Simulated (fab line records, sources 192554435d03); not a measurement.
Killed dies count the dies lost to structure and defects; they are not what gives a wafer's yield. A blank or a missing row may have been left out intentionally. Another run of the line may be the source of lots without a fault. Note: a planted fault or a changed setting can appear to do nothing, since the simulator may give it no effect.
Struck lot and sound lot, side by side -- flow n5_finfet -- 11 out of 1938 route steps
Sound: the wafers L610.3, L610.4, L610.5. Wafers L618.1, L618.4, L618.5 were the ones struck. The cause is given at the end.
For every step that has rows: the tool of each side, followed by ch and its chambers, followed by its first start. Under that, the readings that differ: sound wafers -- struck wafers -- difference of the means -- sigmas: that difference in standard deviations of wafers without a fault.
alike: words and numbers the same on both sides, and readings whose means are apart by under 2 such deviations; not compared: readings that were withheld, readings missing a value for some wafer, numbers with overlapping values and no deviation given by the record, and bounds like >300 which may hide the same value.
Wherever a step has rows on one side only, a row that says differs or no value, or a row with sigmas, the two part there. Numbers that have no deviation but don't overlap get no sigmas and don't part them. A reading that every wafer of one side lacks parts them only if that side has two wafers or more.

first, 7 steps without rows for these wafers: N5_ILD0_LINER_00 (material SiNx, target thk 4 nm, pulse time 1 s, purge time 2 s); N5_ILD0_FCVD_FILL_01 (material SiO2 flowable, target thk 200 nm, time 328.3 s); N5_ILD0_CURE_02 (time 1800 s); N5_ILD0_CMP_03 (polishes, stops on SiNx, t overpolish 1.9 s, target thk 197.38 nm); N5_ILD0_CMP_07 (polishes SiO2 flowable, stops on poly-Si, t overpolish 1.18 s, target thk 138.88 nm); N5_ILD0_PRECLEAN_10 (cleans in NF3:NH3, afs cycles 5, time 20 s, sublimation time 60 s); N5_ILD0_ALD_15 (deposits SiNx, target thk 24 nm, pulse time 1 s, ald cycles 480).
N5_ILD0_CMP_12: polishes SiNx, stops on poly-Si, t overpolish 6 s, target thk 17.67 nm.
  sound on cmp-04 ch 1,3, day 4 07:44; struck on cmp-02 ch 0,2,3, day 5 20:48
  no value came back on the struck wafers for any of 7 readings (edge_zone_pressure_frac, head_pressure_psi (psi) and others); on the sound wafers edge_zone_pressure_frac reads 0.999 0.999 1.002
reading,sound,struck,difference,sigmas
model.SiNx_of_ILD0_ALD_15.thk_nm (nm),16.8 19.4 17.8,24 24.2 24,+6,
  not compared: pad_life_wafers
N5_ILD0_THK_MEAS_13:
  sound on film_metro-01 at day 4 08:02; struck on film_metro-02 at day 5 21:01
reading,sound,struck,difference,sigmas
thk_nm (nm),16.9 19.5 17.9,24.0 24.1 24.0,+5.9,+5
N5_BEOL_M4_RC_MEAS_101:
  the record has rows for the sound wafers here (prober-01 ch 0, day 9 05:45) and none for the struck ones
-- a jump in the record: the struck wafers' starts before and after are 12 days apart (it breaks off in module BEOL_M4 and resumes in module PASSIVATION, where the first step shown is number 1936 of the route) --
N5_PASSIVATION_PROBE_49:
  rows exist in the record for the struck wafers here (prober-02, day 17 11:48), but not for the sound ones

== WHERE THEY PART ==
First at N5_ILD0_CMP_12; last, within this record, at N5_PASSIVATION_PROBE_49.

WHY: the cause the simulator had injected
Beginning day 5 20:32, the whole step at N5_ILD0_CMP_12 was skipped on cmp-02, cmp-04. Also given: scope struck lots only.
